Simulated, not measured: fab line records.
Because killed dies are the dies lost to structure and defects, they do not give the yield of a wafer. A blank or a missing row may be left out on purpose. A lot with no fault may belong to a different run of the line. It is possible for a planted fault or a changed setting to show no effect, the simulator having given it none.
Matching of chambers :: flow n5 finfet :: N5_SD_EPI_N_ETCHBACK_44 on rie diel-05 has 4 sister chambers
The step etches SiNx in CH3F/O2, stops on SiO2, target depth 14.5 nm. 16 wafers are shown with their chamber, then 8 later ones without.

WAFERS WITH THEIR CHAMBER
wafer: L074.2
chamber: 0
drypump motor current A (A): 4.8
showerhead plenum p Torr (Torr): 1.92
rf vpp V (V): 301

wafer: L074.3
chamber: 3
drypump motor current A (A): 6.4
showerhead plenum p Torr (Torr): 2.05
rf vpp V (V): 309

wafer: L074.5
chamber: 1
drypump motor current A (A): 5.3
showerhead plenum p Torr (Torr): 1.89
rf vpp V (V): 298

wafer: L081.2
chamber: 0
drypump motor current A (A): 4.8
showerhead plenum p Torr (Torr): 1.91
rf vpp V (V): 301

wafer: L081.3
chamber: 1
drypump motor current A (A): 5.3
showerhead plenum p Torr (Torr): 1.88
rf vpp V (V): 298

wafer: L081.5
chamber: 0
drypump motor current A (A): 4.8
showerhead plenum p Torr (Torr): 1.91
rf vpp V (V): 300

wafer: L083.2
chamber: 2
drypump motor current A (A): 5.3
showerhead plenum p Torr (Torr): 2.01
rf vpp V (V): 296

wafer: L083.4
chamber: 1
drypump motor current A (A): 5.3
showerhead plenum p Torr (Torr): 1.88
rf vpp V (V): 300

wafer: L083.5
chamber: 2
drypump motor current A (A): 5.3
showerhead plenum p Torr (Torr): 2.01
rf vpp V (V): 296

wafer: L085.3
chamber: 1
drypump motor current A (A): 5.3
showerhead plenum p Torr (Torr): 1.88
rf vpp V (V): 298

wafer: L085.4
chamber: 0
drypump motor current A (A): 4.8
showerhead plenum p Torr (Torr): 1.91
rf vpp V (V): 301

wafer: L085.6
chamber: 3
drypump motor current A (A): 6.3
showerhead plenum p Torr (Torr): 2.05
rf vpp V (V): 307

wafer: L090.1
chamber: 2
drypump motor current A (A): 5.3
showerhead plenum p Torr (Torr): 2.01
rf vpp V (V): 296

wafer: L090.2
chamber: 0
drypump motor current A (A): 4.8
showerhead plenum p Torr (Torr): 1.91
rf vpp V (V): 301

wafer: L090.5
chamber: 2
drypump motor current A (A): 5.3
showerhead plenum p Torr (Torr): 2.01
rf vpp V (V): 297

wafer: L091.2
chamber: 3
drypump motor current A (A): 6.3
showerhead plenum p Torr (Torr): 2.04
rf vpp V (V): 307

SIGNATURES (averages over the wafers above)
reading: drypump motor current A
chamber 0: 4.800
chamber 1: 5.300
chamber 2: 5.300
chamber 3: 6.333
scatter within a chamber: 0.0236

reading: showerhead plenum p Torr
chamber 0: 1.9120
chamber 1: 1.8825
chamber 2: 2.0100
chamber 3: 2.0467
scatter within a chamber: 0.0043

reading: rf vpp V
chamber 0: 300.80
chamber 1: 298.50
chamber 2: 296.25
chamber 3: 307.67
scatter within a chamber: 0.775
Rule: for a wafer and a chamber, the distance is found by dividing, reading by reading, the gap between the wafer's reading and the chamber's mean by the reading's scatter, squaring, summing and taking the root. The wafer belongs to the nearest chamber; if the next one is less than 2 further off, it can't be placed. The scatter: the root of (the sum of the squares of (reading less its chamber's mean) over the shown wafers, divided by (wafers less chambers)).

WAFERS WITHOUT THEIR CHAMBER
wafer: L091.3
drypump motor current A (A): 5.3
showerhead plenum p Torr (Torr): 1.87
rf vpp V (V): 297

wafer: L091.4
drypump motor current A (A): 5.3
showerhead plenum p Torr (Torr): 2.01
rf vpp V (V): 296

wafer: L094.1
drypump motor current A (A): 6.3
showerhead plenum p Torr (Torr): 2.04
rf vpp V (V): 308

wafer: L094.4
drypump motor current A (A): 5.3
showerhead plenum p Torr (Torr): 2.01
rf vpp V (V): 296

wafer: L094.6
drypump motor current A (A): 6.3
showerhead plenum p Torr (Torr): 2.04
rf vpp V (V): 306

wafer: L096.1
drypump motor current A (A): 5.3
showerhead plenum p Torr (Torr): 2.12
rf vpp V (V): 303

wafer: L096.3
drypump motor current A (A): 6.3
showerhead plenum p Torr (Torr): 2.04
rf vpp V (V): 308

wafer: L096.4
drypump motor current A (A): 4.8
showerhead plenum p Torr (Torr): 1.90
rf vpp V (V): 299

CHAMBER TAKEN BY EACH
wafer: L091.3
from the rows above: 1
in truth: 1

wafer: L091.4
from the rows above: 2
in truth: 2

wafer: L094.1
from the rows above: 3
in truth: 3

wafer: L094.4
from the rows above: 2
in truth: 2

wafer: L094.6
from the rows above: 3
in truth: 3

wafer: L096.1
from the rows above: 2
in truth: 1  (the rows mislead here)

wafer: L096.3
from the rows above: 3
in truth: 3

wafer: L096.4
from the rows above: 0
in truth: 0
Correct placement for 7 of the 8. Not placeable from these rows: 0. Number placed wrongly: 1.
